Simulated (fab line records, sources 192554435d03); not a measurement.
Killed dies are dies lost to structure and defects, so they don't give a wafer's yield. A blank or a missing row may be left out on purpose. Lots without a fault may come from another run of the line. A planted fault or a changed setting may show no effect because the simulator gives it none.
fab line records | flow n5_finfet
record lots=5 wafers=15 last_day=18
route steps=1938 shown FIN_SAQP@146 FIN_CUT@154
lots that met no fault: from a run of the same line without faults
start_h: hours from the record's first day to the start of the lot's first wafer shown | wait_h: hours since the lot's step before | " the same as in the row above | L1.1+2: a row that stands for several wafers | - no value, or no start given | * or withheld: withheld | < > ~ a bound
route shown NAME@n: a module of which the file shows steps, and the number in the route of the first | usual: mean/standard deviation of fault-free wafers | same: alike in all rows | chamber/n: place in a boat | sites: the reading at each site | _std_site: their standard deviation | _edge_site: outer sites' mean less inner sites' | radius_mm: how far each site lies from the wafer's centre | mask NAME#n: copy n | behind: the tool/chamber that last shaped the wafer | hold: why the lot was held/for how many hours/how that ended | device: the transistor (n, p or np) that didn't switch | end of line: the same wafers' tests at the end of the route | a step without rows: its recipe alone | killed: dies lost to structure and defects at the first sort, not the wafer's yield | map: a wafer's dies, x killed, . not, _ none there
set.NAME: the setting as run; set.NAME@STEP: as run at that earlier step | model.NAME: the simulator's own value behind a step, which no gauge read
lots at some steps of the route; a table a step, a row a wafer
services: from which hour (start_h, from the record's first day; less than 0 if before it) a tool's chamber was out of use, for how many hours, and why
## steps
# step N5_FIN_SAQP_ETCH_64
# recipe chemistry=CF4 target=SiO2 target_depth_a=15 ion_energy_ev=350 pressure_mtorr=10 icp_w=800 bias_w=400 cf4_flow_sccm=80
# usual bias_w=400.1/1.1 drypump_motor_current_A=5.6/0.45 oes_product_au=1.002/0.026 throttle_valve_pct=22.0/0.3
# columns lot.wafer tool chamber start_h wait_h bias_w drypump_motor_current_A oes_product_au rf_hours_counter_h throttle_valve_pct
L081.1 rie_si-06 3 72.10 0.0 399.4 5.6 1.004 139 22.0
L081.3 " 2 " " 399.4 5.4 0.966 82 21.5
L081.5 " 0 " " 399.0 5.1 1.033 - 22.4
L084.2 rie_si-04 3 87.58 0.0 401.1 5.4 1.036 83 21.8
L084.3 " 2 " " 399.9 5.7 0.952 3 21.9
L084.6 " 0 " " 400.5 5.4 1.027 - 22.3
L087.1 rie_si-06 2 104.11 0.0 401.3 5.4 0.967 82 21.5
L087.3 " 0 " " 397.9 5.1 1.032 157 22.3
L087.6 " 2 " " 400.7 5.4 0.974 - 21.5
L089.1 rie_si-04 3 117.14 0.0 399.5 5.4 1.043 84 21.8
L089.2 " 0 " " 400.1 5.4 1.009 132 22.3
L089.3 " 1 " " 399.4 6.5 0.994 121 22.0
L094.2 rie_si-06 0 147.94 0.0 401.9 5.1 1.025 158 22.4
L094.3 " 1 " " 399.4 5.9 1.025 3 22.3
L094.6 " 3 " " 400.2 5.7 1.004 - 22.0
# step N5_FIN_SAQP_FIN_ETCH_36
# recipe chemistry=HBr/Cl2/O2 target_depth_a=1200 mask_material=SiNx time_s=50.4 bias_w=102 pressure_mtorr=10 icp_w=800 HBr_flow_sccm=150 Cl2_flow_sccm=80 O2_flow_sccm=12
# usual bias_w=102.02/0.3 drypump_motor_current_A=5.6/0.45 oes_product_au=1.000/0.022 throttle_valve_pct=36.2/0.33
# same time_s=50.4
# columns lot.wafer tool chamber start_h wait_h bias_w drypump_motor_current_A oes_product_au rf_hours_counter_h throttle_valve_pct
L081.1 rie_si-06 3 72.12 0.0 102.31 5.6 0.989 139 36.5
L081.3 " 2 " " 101.71 5.4 0.980 82 35.7
L081.5 " 0 " " 102.46 5.1 1.037 - 36.2
L084.2 rie_si-04 3 87.60 0.0 101.58 5.3 1.022 83 35.8
L084.3 " 2 " " 101.88 5.7 0.959 3 36.2
L084.6 " 0 " " 102.00 5.4 1.002 - 36.1
L087.1 rie_si-06 2 104.13 0.0 101.57 5.5 0.971 83 35.7
L087.3 " 0 " " 102.13 5.1 1.026 157 36.2
L087.6 " 2 " " 101.84 5.5 0.971 - 35.6
L089.1 rie_si-04 3 117.16 0.0 102.07 5.3 1.046 84 35.8
L089.2 " 0 " " 101.68 5.4 1.009 132 36.1
L089.3 " 1 " " 102.03 6.5 1.001 121 36.4
L094.2 rie_si-06 0 147.96 0.0 102.26 5.1 1.025 158 36.3
L094.3 " 1 " " 102.62 6.0 1.010 3 36.5
L094.6 " 3 " " 102.01 5.6 0.997 - 36.5
# step N5_FIN_SAQP_CD_MEAS_37
# recipe target_cd_nm=8 polarity=line
# usual cd_nm=8.12/0.29
# columns lot.wafer tool chamber start_h wait_h cd_nm
L081.1 cd_sem-01 - 72.24 0.1 7.90
L081.3 " - " " 8.14
L081.5 " - " " 7.46
L084.2 cd_sem-01 - 87.73 0.1 7.75
L084.3 " - " " 7.47
L084.6 " - " " 7.77
L087.1 cd_sem-01 - 104.25 0.1 8.02
L087.3 " - " " 8.40
L087.6 " - " " 7.81
L089.1 cd_sem-03 - 117.28 0.1 8.00
L089.2 " - " " 7.58
L089.3 " - " " 8.01
L094.2 cd_sem-03 - 148.09 0.1 8.61
L094.3 " - " " 8.29
L094.6 " - " " 7.78
# step N5_FIN_SAQP_PRECLEAN_38
# recipe chemistry=O3/DIW time_s=45 temp_c=22 o3_ppm=10
# same time_s=45
# columns lot.wafer tool chamber start_h wait_h
L081.1+3+5 wet_bench-02 6,3,2 72.28 0.0
L084.2+3+6 wet_bench-02 2,7,0 87.77 0.0
L087.1+3+6 wet_bench-05 4,6,5 104.31 0.1
L089.1+2+3 wet_bench-01 7,2,5 117.32 0.0
L094.2+3+6 wet_bench-02 7,5,2 148.13 0.0
# step N5_FIN_SAQP_PRECLEAN_45
# recipe chemistry=dHF time_s=10 dilution=500:1 temp_c=25
# same time_s=10
# columns lot.wafer tool chamber start_h wait_h
L081.1+3+5 wet_bench-02 6,3,2 72.29 0.0
L084.2+3+6 wet_bench-02 2,7,0 87.78 0.0
L087.1+3+6 wet_bench-05 4,6,5 104.33 0.0
L089.1+2+3 wet_bench-01 7,2,5 117.34 0.0
L094.2+3+6 wet_bench-02 7,5,2 148.14 0.0
# step N5_FIN_SAQP_SRD_39
# recipe dry=ipa_marangoni time_s=30 temp_c=23 rinse_liquid=diw
# same time_s=30
# columns lot.wafer tool chamber start_h wait_h
L081.1+3+5 wet_bench-02 6,3,2 72.30 0.0
L084.2+3+6 wet_bench-02 2,7,0 87.78 0.0
L087.1+3+6 wet_bench-05 4,6,5 104.33 0.0
L089.1+2+3 wet_bench-01 7,2,5 117.34 0.0
L094.2+3+6 wet_bench-02 7,5,2 148.15 0.0
# step N5_FIN_SAQP_OCD_MEAS_76
# usual trench_depth_nm=120.4/2.5
# columns lot.wafer tool chamber start_h wait_h trench_depth_nm
L081.1 ocd-02 - 72.34 0.0 117.8
L081.3 " - " " 119.9
L081.5 " - " " 123.6
L084.2 ocd-02 - 87.83 0.0 120.1
L084.3 " - " " 113.4
L084.6 " - " " 122.3
L087.1 ocd-01 - 104.37 0.0 120.2
L087.3 " - " " 123.4
L087.6 " - " " 120.8
L089.1 ocd-02 - 117.38 0.0 120.4
L089.2 " - " " 123.0
L089.3 " - " " 120.6
L094.2 ocd-02 - 148.19 0.0 122.1
L094.3 " - " " 124.2
L094.6 " - " " 119.1
# step N5_FIN_SAQP_INSPECT_40
# recipe inspect_instrument=brightfield mode=aei
# usual raw_defect_count=229/63
# columns lot.wafer tool chamber start_h wait_h raw_defect_count
L081.1 defect_inspect-01 - 72.37 0.0 178
L081.3 " - " " 203
L081.5 " - " " 279
L084.2 defect_inspect-02 - 87.85 0.0 323
L084.3 " - " " 457
L084.6 " - " " 286
L087.1 defect_inspect-01 - 104.40 0.0 224
L087.3 " - " " 167
L087.6 " - " " 159
L089.1 defect_inspect-01 - 117.41 0.0 181
L089.2 " - " " 221
L089.3 " - " " 255
L094.2 defect_inspect-02 - 148.22 0.0 305
L094.3 " - " " 275
L094.6 " - " " 255
# step N5_FIN_CUT_COAT_18
# recipe resist=SOC temp_c=250 time_s=60 spin_rpm=1500 resist_thk_nm=230
# same time_s=60
# columns lot.wafer tool chamber start_h wait_h
L081.1+3+5 litho_track-02 0 72.40 0.0
L084.2+3+6 litho_track-05 0 87.89 0.0
L087.1+3+6 litho_track-02 0 104.43 0.0
L089.1+2+3 litho_track-03 0 117.44 0.0
L094.2+3+6 litho_track-05 0 148.25 0.0
# step N5_FIN_CUT_COAT_19
# recipe resist=SiARC temp_c=220 time_s=60 spin_rpm=1500 resist_thk_nm=20
# same time_s=60
# columns lot.wafer tool chamber start_h wait_h
L081.1+3+5 litho_track-02 0 - -
L084.2+3+6 litho_track-05 0 - -
L087.1+3+6 litho_track-02 0 - -
L089.1+2+3 litho_track-03 0 - -
L094.2+3+6 litho_track-05 0 - -
# step N5_FIN_CUT_COAT_29
# recipe resist=underlayer temp_c=205 time_s=60 spin_rpm=1500 resist_thk_nm=10
# same time_s=60
# columns lot.wafer tool chamber start_h wait_h
L081.1+3+5 litho_track-02 0 - -
L084.2+3+6 litho_track-05 0 - -
L087.1+3+6 litho_track-02 0 - -
L089.1+2+3 litho_track-03 0 - -
L094.2+3+6 litho_track-05 0 - -
# step N5_FIN_CUT_COAT_02
# recipe resist=CAR-EUV spin_rpm=1500 resist_thk_nm=30
# columns lot.wafer tool chamber start_h wait_h
L081.1+3+5 litho_track-02 0 - -
L084.2+3+6 litho_track-05 0 - -
L087.1+3+6 litho_track-02 0 - -
L089.1+2+3 litho_track-03 0 - -
L094.2+3+6 litho_track-05 0 - -
# step N5_FIN_CUT_EBR_04
# recipe solvent=PGMEA ebr_width_mm=1.5
# columns lot.wafer tool chamber start_h wait_h
L081.1+3+5 litho_track-02 0 - -
L084.2+3+6 litho_track-05 0 - -
L087.1+3+6 litho_track-02 0 - -
L089.1+2+3 litho_track-03 0 - -
L094.2+3+6 litho_track-05 0 - -
# step N5_FIN_CUT_SOFTBAKE_03
# recipe temp_c=110 time_s=60 resist=CAR-EUV
# same time_s=60
# columns lot.wafer tool chamber start_h wait_h
L081.1+3+5 litho_track-02 0 - -
L084.2+3+6 litho_track-05 0 - -
L087.1+3+6 litho_track-02 0 - -
L089.1+2+3 litho_track-03 0 - -
L094.2+3+6 litho_track-05 0 - -
# step N5_FIN_CUT_EXPOSE_05
# recipe mask_id=FIN_CUT na=0.33 source_shape=annular sigma_inner=0.35 sigma_outer=0.8 polarization=unpolarized dose_mj=45.75
# columns lot.wafer tool chamber start_h wait_h mask
L081.1+3+5 euv_scanner-02 0 72.66 - FIN_CUT#0
L084.2+3+6 euv_scanner-02 0 88.16 - FIN_CUT#0
L087.1+3+6 euv_scanner-02 0 104.57 - FIN_CUT#0
L089.1+2+3 euv_scanner-02 0 117.70 - FIN_CUT#0
L094.2+3+6 euv_scanner-02 0 148.52 - FIN_CUT#0
# step N5_FIN_CUT_PEB_06
# recipe peb_temp_c=100 peb_time_s=60 resist=CAR-EUV
# columns lot.wafer tool chamber start_h wait_h
L081.1+3+5 litho_track-02 0 72.73 0.1
L084.2+3+6 litho_track-03 0 88.22 0.1
L087.1+3+6 litho_track-02 0 104.64 0.1
L089.1+2+3 litho_track-03 0 117.77 0.1
L094.2+3+6 litho_track-02 0 148.58 0.1
# step N5_FIN_CUT_DEVELOP_07
# recipe develop_time_s=30 developer=TMAH resist=CAR-EUV rinse_liquid=surfactant_rinse dry=air_spin dev_temp_c=23
# columns lot.wafer tool chamber start_h wait_h
L081.1+3+5 litho_track-02 0 - -
L084.2+3+6 litho_track-03 0 - -
L087.1+3+6 litho_track-02 0 - -
L089.1+2+3 litho_track-03 0 - -
L094.2+3+6 litho_track-02 0 - -
# step N5_FIN_CUT_CD_MEAS_08
# recipe target_cd_nm=29.1 landing_energy_ev=500 detector=se_inlens polarity=opening
# usual cd_nm=29.08/0.25
# columns lot.wafer tool chamber start_h wait_h cd_nm
L081.1 cd_sem-01 0 72.79 - 29.23
L081.3 " 0 " " 29.05
L081.5 " 0 " " 29.24
L084.2 cd_sem-02 0 88.28 - 28.62
L084.3 " 0 " " 29.21
L084.6 " 0 " " 29.13
L087.1 cd_sem-01 0 104.70 - 28.86
L087.3 " 0 " " 29.07
L087.6 " 0 " " 29.37
L089.1 cd_sem-01 0 117.84 - 28.83
L089.2 " 0 " " 28.84
L089.3 " 0 " " 29.25
L094.2 cd_sem-03 0 148.65 - 29.04
L094.3 " 0 " " 28.96
L094.6 " 0 " " 29.36
# step N5_FIN_CUT_OVL_MEAS_09
# recipe points_per_wafer=522
# usual FIN_CUT_OVL=-0.3/0.66
# columns lot.wafer tool chamber start_h wait_h FIN_CUT_OVL[nm]
L081.1 overlay-01 0 72.82 0.0 -1.1
L081.3 " 0 " " -0.1
L081.5 " 0 " " -1.4
L084.2 overlay-01 0 88.32 0.0 -0.9
L084.3 " 0 " " 0.1
L084.6 " 0 " " 0.1
L087.1 overlay-01 0 104.73 0.0 -0.3
L087.3 " 0 " " -0.5
L087.6 " 0 " " -0.5
L089.1 overlay-02 0 117.87 0.0 -0.4
L089.2 " 0 " " 0.0
L089.3 " 0 " " -0.5
L094.2 overlay-01 0 148.68 0.0 -0.7
L094.3 " 0 " " -0.4
L094.6 " 0 " " -0.5
# step N5_FIN_CUT_INSPECT_10
# recipe mode=adi inspect_instrument=brightfield
# usual raw_defect_count=41/11
# columns lot.wafer tool chamber start_h wait_h raw_defect_count
L081.1 defect_inspect-01 - 72.88 0.1 34
L081.3 " - " " 29
L081.5 " - " " 61
L084.2 defect_inspect-01 - 88.37 0.0 45
L084.3 " - " " 68
L084.6 " - " " 49
L087.1 defect_inspect-02 - 104.79 0.1 48
L087.3 " - " " 46
L087.6 " - " " 41
L089.1 defect_inspect-02 - 117.93 0.1 40
L089.2 " - " " 38
L089.3 " - " " 50
L094.2 defect_inspect-02 - 148.73 0.0 47
L094.3 " - " " 38
L094.6 " - " " 46
# step N5_FIN_CUT_DESCUM_13
# recipe chemistry=O2 time_s=7 source_power_w=50 bias_power_w=20 pressure_mtorr=20 rf_frequency_hz=2.712e+07 temp_c=40 resist=CAR-EUV o2_flow_sccm=225
# usual bias_power_w=20.00/0.06 drypump_motor_current_A=5.6/0.44 oes_product_au=0.76/0.076 rf_vpp_V=243.5/1.1 showerhead_plenum_p_Torr=2.11/0.054 throttle_valve_pct=20.42/0.28
# same time_s=7
# columns lot.wafer tool chamber start_h wait_h bias_power_w drypump_motor_current_A oes_product_au rf_hours_counter_h rf_vpp_V showerhead_plenum_p_Torr throttle_valve_pct
L081.1 rie_diel-04 1 72.92 0.0 19.98 5.7 0.71 173 243.6 2.11 21.00
L081.3 " 2 " " 19.92 5.6 0.86 46 242.8 2.20 20.14
L081.5 " 3 " " 19.95 5.2 0.71 - 245.7 2.18 20.54
L084.2 rie_diel-02 3 88.41 0.0 19.96 5.1 0.71 209 241.8 2.05 20.48
L084.3 " 0 " " 19.96 5.6 0.83 78 242.1 2.04 20.35
L084.6 " 1 " " 20.09 6.5 0.73 - 243.0 2.08 20.37
L087.1 rie_diel-02 3 104.83 0.0 20.07 5.1 0.70 214 242.1 2.05 20.47
L087.3 " 0 " " 19.94 5.5 0.82 83 242.7 2.03 20.35
L087.6 " 0 " " 20.09 5.5 0.81 - 243.5 2.03 20.35
L089.1 rie_diel-03 0 118.16 0.2 19.99 5.6 0.65 246 243.1 2.04 20.43
L089.2 " 2 " " 19.91 5.6 0.88 54 243.5 2.10 19.99
L089.3 " 3 " " 19.94 6.0 0.81 121 242.3 2.10 20.49
L094.2 rie_diel-02 3 148.77 0.0 20.01 5.1 0.70 221 243.7 2.05 20.48
L094.3 " 1 " " 19.91 6.5 0.72 186 244.6 2.07 20.37
L094.6 " 2 " " 20.05 5.4 0.74 - 244.4 2.16 20.12
# step N5_FIN_CUT_ETCH_30
# recipe chemistry=N2/H2 target=underlayer target_depth_a=130 mask_material=CAR-EUV time_s=10.4 ion_energy_ev=200 pressure_mtorr=30 source_w=840 bias_w=150 n2_flow_sccm=200 h2_flow_sccm=200 ends=cleared
# usual bias_w=150.0/0.48 drypump_motor_current_A=5.6/0.43 etch_rf_on_time_s=10.6/0.36 oes_product_au=0.65/0.065 rf_vpp_V=524.7/2 showerhead_plenum_p_Torr=2.58/0.069 throttle_valve_pct=17.93/0.28
# columns lot.wafer tool chamber start_h wait_h bias_w drypump_motor_current_A etch_rf_on_time_s oes_product_au rf_hours_counter_h rf_vpp_V showerhead_plenum_p_Torr throttle_valve_pct
L081.1 rie_diel-04 1 72.95 0.0 149.9 5.8 10.6 0.60 173 523.1 2.56 18.45
L081.3 " 2 " " 149.8 5.6 10.0 0.76 46 528.0 2.70 17.67
L081.5 " 3 " " 150.1 5.2 10.2 0.62 - 527.3 2.66 18.04
L084.2 rie_diel-02 3 88.44 0.0 150.7 5.1 10.6 0.60 209 522.8 2.53 18.03
L084.3 " 0 " " 150.3 5.5 10.3 0.71 78 521.6 2.48 17.93
L084.6 " 1 " " 150.2 6.5 10.2 0.65 - 523.8 2.52 17.88
L087.1 rie_diel-02 3 104.86 0.0 149.8 5.1 10.5 0.59 214 522.5 2.53 18.04
L087.3 " 0 " " 149.2 5.5 10.4 0.70 83 522.3 2.47 17.93
L087.6 " 0 " " 148.9 5.6 10.3 0.70 - 522.2 2.47 17.93
L089.1 rie_diel-03 0 118.19 0.0 149.3 5.6 10.6 0.57 246 522.3 2.50 17.91
L089.2 " 2 " " 150.7 5.6 10.5 0.74 54 524.9 2.56 17.40
L089.3 " 3 " " 150.0 6.0 10.5 0.69 121 525.4 2.56 17.94
L094.2 rie_diel-02 3 148.80 0.0 150.4 5.1 10.5 0.60 221 523.0 2.52 18.05
L094.3 " 1 " " 149.4 6.5 10.1 0.64 186 522.9 2.52 17.91
L094.6 " 2 " " 149.5 5.4 10.6 0.63 - 526.3 2.64 17.55
# step N5_FIN_CUT_ETCH_20
# recipe chemistry=CF4 target=SiARC target_depth_a=260 mask_material=CAR-EUV time_s=43.3 ion_energy_ev=80 pressure_mtorr=40 source_w=545 bias_w=36 Ar_flow_sccm=100 cf4_flow_sccm=100 ends=cleared
# usual bias_w=36.00/0.11 drypump_motor_current_A=5.6/0.43 etch_rf_on_time_s=43.9/1.2 oes_product_au=0.65/0.063 rf_vpp_V=184.4/1.1 showerhead_plenum_p_Torr=2.17/0.06 throttle_valve_pct=15.66/0.23
# columns lot.wafer tool chamber start_h wait_h bias_w drypump_motor_current_A etch_rf_on_time_s oes_product_au rf_hours_counter_h rf_vpp_V showerhead_plenum_p_Torr throttle_valve_pct
L081.1 rie_diel-04 1 72.97 0.0 35.88 5.8 44.9 0.61 173 184.6 2.14 15.94
L081.3 " 2 " " 36.21 5.6 41.6 0.76 46 186.0 2.27 15.45
L081.5 " 3 " " 36.00 5.2 42.4 0.63 - 185.4 2.24 15.74
L084.2 rie_diel-02 3 88.46 0.0 35.83 5.0 43.2 0.61 209 183.5 2.13 15.90
L084.3 " 0 " " 36.03 5.6 43.6 0.70 78 181.9 2.07 15.35
L084.6 " 1 " " 36.10 6.5 43.1 0.63 - 184.9 2.13 15.61
L087.1 rie_diel-02 3 104.88 0.0 36.05 5.1 43.2 0.60 214 182.2 2.13 15.90
L087.3 " 0 " " 35.85 5.6 43.9 0.70 83 182.5 2.07 15.36
L087.6 " 0 " " 36.09 5.6 44.1 0.69 - 184.0 2.07 15.36
L089.1 rie_diel-03 0 118.21 0.0 36.01 5.6 45.0 0.56 246 183.7 2.09 15.61
L089.2 " 2 " " 35.93 5.6 44.1 0.73 54 185.4 2.19 15.45
L089.3 " 3 " " 36.03 6.0 44.2 0.68 121 184.0 2.17 15.76
L094.2 rie_diel-02 3 148.82 0.0 35.87 5.1 43.2 0.60 221 183.4 2.13 15.95
L094.3 " 1 " " 35.99 6.5 42.8 0.63 186 183.3 2.13 15.63
L094.6 " 2 " " 36.03 5.4 45.0 0.63 - 185.0 2.22 15.44
# step N5_FIN_CUT_ETCH_21
# recipe chemistry=N2/H2 target=SOC target_depth_a=2190 overetch_a=438 mask_material=SiARC temp_c=40 ion_energy_ev=100 bias_w=61 time_s=523.5 pressure_mtorr=30 source_w=850 n2_flow_sccm=200 h2_flow_sccm=200
# usual bias_w=60.97/0.18 drypump_motor_current_A=5.6/0.43 oes_product_au=0.71/0.063 rf_vpp_V=241.1/1.2 showerhead_plenum_p_Torr=2.58/0.069 throttle_valve_pct=17.88/0.28
# same time_s=523.5
# columns lot.wafer tool chamber start_h wait_h bias_w drypump_motor_current_A oes_product_au rf_hours_counter_h rf_vpp_V showerhead_plenum_p_Torr throttle_valve_pct
L081.1 rie_diel-04 1 73.01 0.0 60.91 5.7 0.67 173 241.2 2.56 18.39
L081.3 " 2 " " 61.07 5.6 0.80 46 242.8 2.70 17.62
L081.5 " 3 " " 60.54 5.2 0.67 - 242.8 2.66 18.01
L084.2 rie_diel-02 3 88.50 0.0 60.60 5.1 0.65 209 240.4 2.53 17.99
L084.3 " 0 " " 61.05 5.5 0.77 78 241.8 2.48 17.86
L084.6 " 1 " " 60.74 6.5 0.69 - 241.1 2.52 17.82
L087.1 rie_diel-02 3 104.92 0.0 61.14 5.1 0.65 214 238.8 2.53 18.01
L087.3 " 0 " " 60.86 5.5 0.76 84 240.2 2.47 17.86
L087.6 " 0 " " 60.80 5.6 0.76 - 240.1 2.47 17.87
L089.1 rie_diel-03 0 118.25 0.0 61.21 5.6 0.62 246 241.8 2.50 17.87
L089.2 " 2 " " 61.18 5.6 0.81 54 240.6 2.56 17.35
L089.3 " 3 " " 61.28 6.0 0.74 121 240.3 2.56 17.90
L094.2 rie_diel-02 3 148.86 0.0 61.29 5.1 0.65 222 241.2 2.52 18.01
L094.3 " 1 " " 61.05 6.5 0.68 186 240.3 2.52 17.86
L094.6 " 2 " " 60.93 5.4 0.69 - 241.7 2.64 17.50
# step N5_FIN_CUT_STRIP_23
# recipe chemistry=N2/H2 temp_c=40 n2_flow_sccm=200 h2_flow_sccm=200 rf_frequency_hz=6e+07
# columns lot.wafer tool chamber start_h wait_h
L081.1+3+5 rie_diel-04 1,2,3 73.31 0.2
L084.2+3+6 rie_diel-02 3,0,1 88.80 0.2
L087.1+3+6 rie_diel-02 3,0,0 105.22 0.2
L089.1+2+3 rie_diel-03 0,2,3 118.55 0.2
L094.2+3+6 rie_diel-02 3,1,2 149.16 0.2
# step N5_FIN_CUT_STRIP_31
# recipe chemistry=N2/H2 temp_c=40 n2_flow_sccm=200 h2_flow_sccm=200 rf_frequency_hz=6e+07
# columns lot.wafer tool chamber start_h wait_h
L081.1+3+5 rie_diel-04 1,2,3 73.32 0.0
L084.2+3+6 rie_diel-02 3,0,1 88.81 0.0
L087.1+3+6 rie_diel-02 3,0,0 105.23 0.0
L089.1+2+3 rie_diel-03 0,2,3 118.56 0.0
L094.2+3+6 rie_diel-02 3,1,2 149.17 0.0
# step N5_FIN_CUT_STRIP_24
# recipe chemistry=CF4 resist=SiARC power_w=300 bias_power_w=75 pressure_mtorr=50 cf4_flow_sccm=150 rf_frequency_hz=6e+07
# usual bias_power_w=75.02/0.24 drypump_motor_current_A=5.6/0.43 oes_product_au=0.76/0.067 rf_vpp_V=271.6/1.2 showerhead_plenum_p_Torr=1.82/0.05 throttle_valve_pct=13.61/0.24
# columns lot.wafer tool chamber start_h wait_h bias_power_w drypump_motor_current_A oes_product_au rf_hours_counter_h rf_vpp_V showerhead_plenum_p_Torr throttle_valve_pct
L081.1 rie_diel-04 1 73.33 0.0 74.92 5.8 0.72 173 272.0 1.79 13.87
L081.3 " 2 " " 74.83 5.6 0.85 46 272.6 1.88 13.33
L081.5 " 3 " " 74.90 5.2 0.72 - 272.2 1.86 13.68
L084.2 rie_diel-02 3 88.82 0.0 75.06 5.1 0.70 209 270.7 1.78 13.86
L084.3 " 0 " " 74.49 5.5 0.82 79 271.3 1.74 13.31
L084.6 " 1 " " 74.96 6.5 0.74 - 272.0 1.79 13.59
L087.1 rie_diel-02 3 105.24 0.0 75.05 5.1 0.70 214 271.3 1.78 13.86
L087.3 " 0 " " 75.22 5.5 0.81 84 270.3 1.74 13.31
L087.6 " 0 " " 75.31 5.5 0.82 - 270.0 1.74 13.30
L089.1 rie_diel-03 0 118.57 0.0 74.96 5.6 0.66 246 270.9 1.74 13.58
L089.2 " 2 " " 74.80 5.6 0.86 55 271.4 1.83 13.39
L089.3 " 3 " " 75.17 6.0 0.79 121 269.9 1.83 13.75
L094.2 rie_diel-02 3 149.18 0.0 74.97 5.1 0.69 222 269.9 1.77 13.87
L094.3 " 1 " " 75.07 6.5 0.73 187 270.7 1.78 13.59
L094.6 " 2 " " 74.75 5.4 0.74 - 271.7 1.86 13.39
# step N5_FIN_CUT_CUT_ETCH_26
# recipe chemistry=CH3F/O2 target=SiNx target_depth_a=390 mask_material=SOC time_s=55.7 pressure_mtorr=30 source_w=395 bias_w=73 Ar_flow_sccm=150 CH3F_flow_sccm=30 O2_flow_sccm=20 ion_energy_ev=120
# usual bias_w=73.01/0.24 drypump_motor_current_A=5.6/0.43 oes_product_au=0.76/0.075 rf_vpp_V=297/8 showerhead_plenum_p_Torr=2.03/0.059 throttle_valve_pct=16.43/0.22
# same time_s=55.7
# columns lot.wafer tool chamber start_h wait_h bias_w drypump_motor_current_A oes_product_au rf_hours_counter_h rf_vpp_V showerhead_plenum_p_Torr throttle_valve_pct
L081.1 rie_diel-04 1 73.35 0.0 73.19 5.8 0.72 173 296 2.01 16.79
L081.3 " 2 " " 73.32 5.6 0.88 46 296 2.15 16.32
L081.5 " 3 " " 72.92 5.2 0.73 - 294 2.10 16.57
L084.2 rie_diel-02 3 88.84 0.0 73.11 5.1 0.70 209 282 2.00 16.69
L084.3 " 0 " " 72.99 5.5 0.83 79 311 1.94 16.14
L084.6 " 1 " " 72.70 6.5 0.74 - 299 2.00 16.36
L087.1 rie_diel-02 3 105.26 0.0 72.93 5.1 0.69 214 281 2.00 16.68
L087.3 " 0 " " 73.10 5.5 0.82 84 312 1.94 16.17
L087.6 " 0 " " 73.48 5.5 0.82 - 311 1.94 16.16
L089.1 rie_diel-03 0 118.59 0.0 73.04 5.6 0.66 246 307 1.97 16.45
L089.2 " 2 " " 72.92 5.6 0.86 55 301 2.04 16.17
L089.3 " 3 " " 72.40 6.0 0.80 121 286 2.01 16.47
L094.2 rie_diel-02 3 149.20 0.0 73.25 5.1 0.69 222 283 1.99 16.69
L094.3 " 1 " " 73.09 6.5 0.74 187 299 1.99 16.37
L094.6 " 2 " " 73.01 5.4 0.75 - 304 2.08 16.18
# step N5_FIN_CUT_CUT_ETCH_27
# recipe chemistry=CHF3/O2 target=SiO2 target_depth_a=40 mask_material=SOC overetch_a=20 time_s=4.9 pressure_mtorr=30 source_w=650 bias_w=170 Ar_flow_sccm=200 CHF3_flow_sccm=50 O2_flow_sccm=5 ion_energy_ev=200
# usual bias_w=170.0/0.55 drypump_motor_current_A=5.6/0.43 oes_product_au=0.61/0.054 rf_vpp_V=523/14 showerhead_plenum_p_Torr=2.45/0.071 throttle_valve_pct=18.90/0.21
# same time_s=4.9
# columns lot.wafer tool chamber start_h wait_h bias_w drypump_motor_current_A oes_product_au rf_hours_counter_h rf_vpp_V showerhead_plenum_p_Torr throttle_valve_pct
L081.1 rie_diel-04 1 73.40 0.0 169.7 5.7 0.57 173 523 2.42 19.23
L081.3 " 2 " " 169.2 5.6 0.69 46 525 2.58 18.83
L081.5 " 3 " " 169.7 5.2 0.57 - 521 2.53 19.09
L084.2 rie_diel-02 3 88.89 0.0 169.9 5.1 0.56 209 498 2.41 19.13
L084.3 " 0 " " 169.2 5.6 0.66 79 547 2.33 18.62
L084.6 " 1 " " 170.3 6.5 0.59 - 525 2.41 18.85
L087.1 rie_diel-02 3 105.31 0.0 170.1 5.1 0.56 214 499 2.41 19.14
L087.3 " 0 " " 170.1 5.5 0.66 84 547 2.33 18.61
L087.6 " 0 " " 170.3 5.6 0.65 - 548 2.33 18.62
L089.1 rie_diel-03 0 118.64 0.0 170.6 5.6 0.53 246 540 2.37 18.88
L089.2 " 2 " " 170.0 5.6 0.69 55 530 2.46 18.70
L089.3 " 3 " " 169.7 6.0 0.64 121 501 2.42 18.93
L094.2 rie_diel-02 3 149.25 0.0 170.8 5.1 0.56 222 497 2.40 19.13
L094.3 " 1 " " 170.6 6.5 0.58 187 526 2.40 18.85
L094.6 " 2 " " 170.2 5.4 0.59 - 534 2.51 18.63
# step N5_FIN_CUT_PRECLEAN_35
# recipe time_s=13.3 temp_c=45 pressure_torr=125 p_hf_torr=3 p_coreactant_torr=25 chemistry=vHF
# usual drypump_motor_current_A=5.8/0.75
# same time_s=13.3
# columns lot.wafer tool chamber start_h wait_h drypump_motor_current_A
L081.1 vapor_etch-01 1 73.47 0.0 5.1
L081.3 " 0 " " 6.4
L081.5 " 0 " " 6.4
L084.2 vapor_etch-01 1 88.95 0.0 5.2
L084.3 " 1 " " 5.2
L084.6 " 0 " " 6.4
L087.1 vapor_etch-01 1 105.38 0.0 5.1
L087.3 " 1 " " 5.2
L087.6 " 1 " " 5.2
L089.1 vapor_etch-01 1 118.71 0.0 5.2
L089.2 " 0 " " 6.4
L089.3 " 1 " " 5.2
L094.2 vapor_etch-01 1 149.66 0.4 5.2
L094.3 " 0 " " 6.4
L094.6 " 0 " " 6.4
## services
# columns tool chamber start_h hours kind
rie_diel-03 - 51.01 28.1 pm
rie_diel-02 3 51.13 3.8 repair
litho_track-03 - 51.51 - consumable_replace:filter
rie_diel-02 0 72.37 6.3 repair
euv_scanner-02 - 81.82 1.0 pm
rie_diel-04 3 100.75 14.7 repair
rie_diel-03 2 103.34 6.7 repair
rie_diel-04 0 119.99 13.8 repair
rie_diel-02 - 124.83 14.6 pm
rie_diel-03 1 126.17 - clean
rie_diel-03 1 126.17 - consumable_replace:focus_ring
rie_diel-03 1 126.17 11.5 scheduled_down
rie_diel-03 1 126.17 11.5 vent_cycle
euv_scanner-02 - 126.27 4.6 pm
rie_si-04 3 131.65 3.1 repair
euv_scanner-02 - 134.98 1.0 pm
rie_diel-03 0 137.79 - clean
rie_diel-03 0 137.79 - consumable_replace:focus_ring
rie_diel-03 0 137.79 18.6 scheduled_down
rie_diel-03 0 137.79 18.6 vent_cycle
euv_scanner-02 0 145.01 - calibration
## key
fault none
